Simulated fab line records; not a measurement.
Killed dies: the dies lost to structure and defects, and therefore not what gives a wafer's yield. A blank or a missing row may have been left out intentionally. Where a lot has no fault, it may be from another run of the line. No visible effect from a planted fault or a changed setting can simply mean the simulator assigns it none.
Chamber matching    flow n5_finfet    N5_BEOL_M11_CMP_52 on cmp-03: 4 sister chambers
The step polishes, stops on SiCOH lowk, t overpolish 7 s, target thk 140 nm. 22 wafers are shown with their chamber, then 11 later ones without.

WAFERS WITH THEIR CHAMBER
wafer   chamber  time_to_endpoint_s (s)  motor_current_A (A)  barrier_field_endpoint_s (s)
L076.2  2        61                      6.5                  27.1
L076.3  0        67                      6.3                  28.8
L076.6  0        68                      6.9                  29.5
L078.2  2        57                      6.4                  27.3
L078.3  0        71                      6.7                  29.2
L078.4  1        60                      6.3                  27.7
L080.1  2        61                      6.7                  26.7
L080.3  1        59                      6.0                  27.0
L080.4  0        67                      6.6                  29.0
L079.1  1        59                      6.1                  27.5
L079.2  2        57                      6.9                  27.2
L079.6  3        63                      7.0                  27.9
L081.1  0        68                      6.3                  28.9
L081.3  1        55                      5.9                  26.1
L081.6  1        56                      6.3                  27.1
L082.1  2        61                      6.5                  26.9
L082.3  0        69                      6.9                  28.2
L082.4  3        69                      7.2                  29.3
L084.2  0        69                      6.8                  29.8
L084.3  1        58                      6.2                  27.7
L084.6  1        58                      6.3                  28.3
L086.2  2        61                      6.8                  27.3

SIGNATURES, as means of the wafers listed above
reading                   chamber 0  chamber 1  chamber 2  chamber 3  scatter within a chamber
time_to_endpoint_s        68.43      57.86      59.67      66.00      1.97
motor_current_A           6.643      6.157      6.633      7.100      0.207
barrier_field_endpoint_s  29.057     27.343     27.083     28.600     0.567
Rule: a wafer lies at a distance from a chamber equal to the root of the sum of squares, over the readings, of (its reading less the chamber's mean, divided by the reading's scatter). If the next closest chamber is less than 2 further off than the closest, the wafer can't be placed; otherwise it belongs to the closest. The scatter is the square root of a quotient: the sum, over the shown wafers, of each reading's squared deviation from its chamber's mean, divided by wafers minus chambers.

WAFERS MISSING THEIR CHAMBER
wafer   time_to_endpoint_s (s)  motor_current_A (A)  barrier_field_endpoint_s (s)
L086.3  60                      6.0                  27.4
L086.6  59                      6.7                  27.7
L087.3  64                      6.0                  27.4
L087.5  62                      7.0                  28.1
L087.6  71                      6.8                  29.3
L091.2  68                      6.3                  29.6
L091.5  66                      7.1                  29.0
L091.6  58                      6.2                  27.7
L093.2  57                      6.2                  27.3
L093.3  68                      7.3                  28.3
L093.4  57                      6.6                  28.1

WHICH CHAMBER EACH ONE RAN IN
wafer   from the rows above           in truth
L086.3  can't be placed: 1 or 2       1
L086.6  can't be placed: 2 or 1       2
L087.3  can't be placed: 1 or 2 or 0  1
L087.5  can't be placed: 3 or 2 or 0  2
L087.6  can't be placed: 0 or 3       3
L091.2  0                             0
L091.5  can't be placed: 3 or 0       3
L091.6  can't be placed: 1 or 2       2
L093.2  1                             1
L093.3  can't be placed: 3 or 0       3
L093.4  can't be placed: 2 or 1       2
Placed correctly: 2 of 11. From these rows, 9 cannot be placed; in 9 the true chamber is one of the candidates. Placed wrongly: 0.
